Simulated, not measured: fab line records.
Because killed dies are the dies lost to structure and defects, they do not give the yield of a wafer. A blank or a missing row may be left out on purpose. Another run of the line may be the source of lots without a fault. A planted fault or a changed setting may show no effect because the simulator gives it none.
Split-lot study | flow n5Finfet | 21 wafers read across 7 lots, on a route 1938 steps long

== ABOUT THE SPLIT ==
At N5_BEOL_M14_DEP_53 (deposits SiCN from 3MS/NH3, target thk 50 nm, time 17.8 s), the setting timeS was moved away from the recipe's 17.8 s on 10 of the 21 wafers read, by -7.2% to +13.7%. The other wafers ran this setting at the recipe's value.

The split's own step is where the reading is taken.

== THE READING ==
SiCN_of_BEOL_M14_DEP_53.thkNm (the simulator's own value, which no gauge read), in nm, at N5_BEOL_M14_DEP_53 (deposits SiCN from 3MS/NH3, target thk 50 nm, time 17.8 s). No usual value for it is given in the file. The 11 wafers here that ran the recipe average 50.1 nm, standard deviation 0.76 nm.

wafer  | tool, chamber at the split | timeS as run, s | against the recipe | SiCN_of_BEOL_M14_DEP_53.thkNm, nm | against lot-mates on the recipe
L077.1 | pecvd-03, 2                | 17.8            | recipe             | 49.4                              | -
L077.4 | pecvd-03, 0                | 20.24           | +13.7%             | 56.6                              | +7.2
L077.6 | pecvd-03, 1                | 20.24           | +13.7%             | 56.8                              | +7.4
L079.2 | pecvd-03, 1                | 16.52           | -7.2%              | 46.8                              | no lot-mate on the recipe
L079.4 | pecvd-03, 2                | 16.52           | -7.2%              | 46.4                              | no lot-mate on the recipe
L079.5 | pecvd-03, 0                | 16.52           | -7.2%              | 47                                | no lot-mate on the recipe
L088.1 | pecvd-02, 1                | 16.76           | -5.8%              | 45.8                              | -3.5
L088.5 | pecvd-02, 1                | 17.8            | recipe             | 49                                | -
L088.6 | pecvd-02, 0                | 17.8            | recipe             | 49.6                              | -
L095.2 | pecvd-03, 2                | 17.8            | recipe             | 50.2                              | -
L095.5 | pecvd-03, 2                | 17.8            | recipe             | 51.2                              | -
L095.6 | pecvd-03, 1                | 19.45           | +9.3%              | 55.6                              | +4.9
L094.1 | pecvd-03, 0,1              | 17.8            | recipe             | 50                                | -
L094.3 | pecvd-03, 0,1              | 17.8            | recipe             | 50                                | -
L094.4 | pecvd-03, 2                | 17.8            | recipe             | 51.6                              | -
L089.1 | pecvd-03, 2                | 17.8            | recipe             | 49.2                              | -
L089.2 | pecvd-03, 0                | 19.24           | +8.1%              | 52.6                              | +3.4
L089.6 | pecvd-03, 2                | 19.24           | +8.1%              | 54.4                              | +5.2
L092.1 | pecvd-04, 2                | 17.8            | recipe             | 50.2                              | -
L092.2 | pecvd-04, 0                | 16.62           | -6.6%              | 46.2                              | -4.1
L092.4 | pecvd-04, 0                | 17.8            | recipe             | 50.4                              | -
Where a row lists several chambers, the file gives one row for several wafers and doesn't say which wafer went through which chamber.

FIT RESULTS
A straight line over all 21 wafers: SiCN_of_BEOL_M14_DEP_53.thkNm changes by +0.5 nm for each +1% of timeS; r = +0.97; the points scatter about the line by 0.79 nm.
The same after taking each lot's own level away (the mean of its wafers on the recipe; 18 wafers): +0.546 nm for each +1%; r = +0.99; scatter 0.52 nm.
According to that fit, moving timeS by its largest amount changes the reading by 7.5 nm.
Across the lots, their own levels run from 49.20 to 50.70 nm, a range of 2.0 times the standard deviation given above.
The two slopes agree, so the slope changes little with the lot-to-lot level.
Check: for one of the wafers moved furthest among these (+13.7%), held out of the fit, the line's prediction against its lot-mates is +7.48 nm. Against them it came out at +7.2 nm.

== THE OTHER SPLITS THESE WAFERS WENT THROUGH ==
Note: prior to the reading, these wafers also went through further splits. Each is held against what the fit with the lots' levels taken away leaves over:
other split on the same wafers | wafers away from the commonest value | r with SiCN_of_BEOL_M14_DEP_53.thkNm (lot level and that fit taken away)
N5_BEOL_M13_ETCH_59 timeS      | 6                                    | +0.22
N5_BEOL_M13_SPUTTER_43 powerW  | 4                                    | -0.47
N5_BEOL_M14_ILD_DEP_00 timeS   | 7                                    | -0.08

== THE FILE'S OWN FIT ==
SiCN_of_BEOL_M14_DEP_53.thkNm changes by +0.546 nm for each +1% of timeS, r = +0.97.
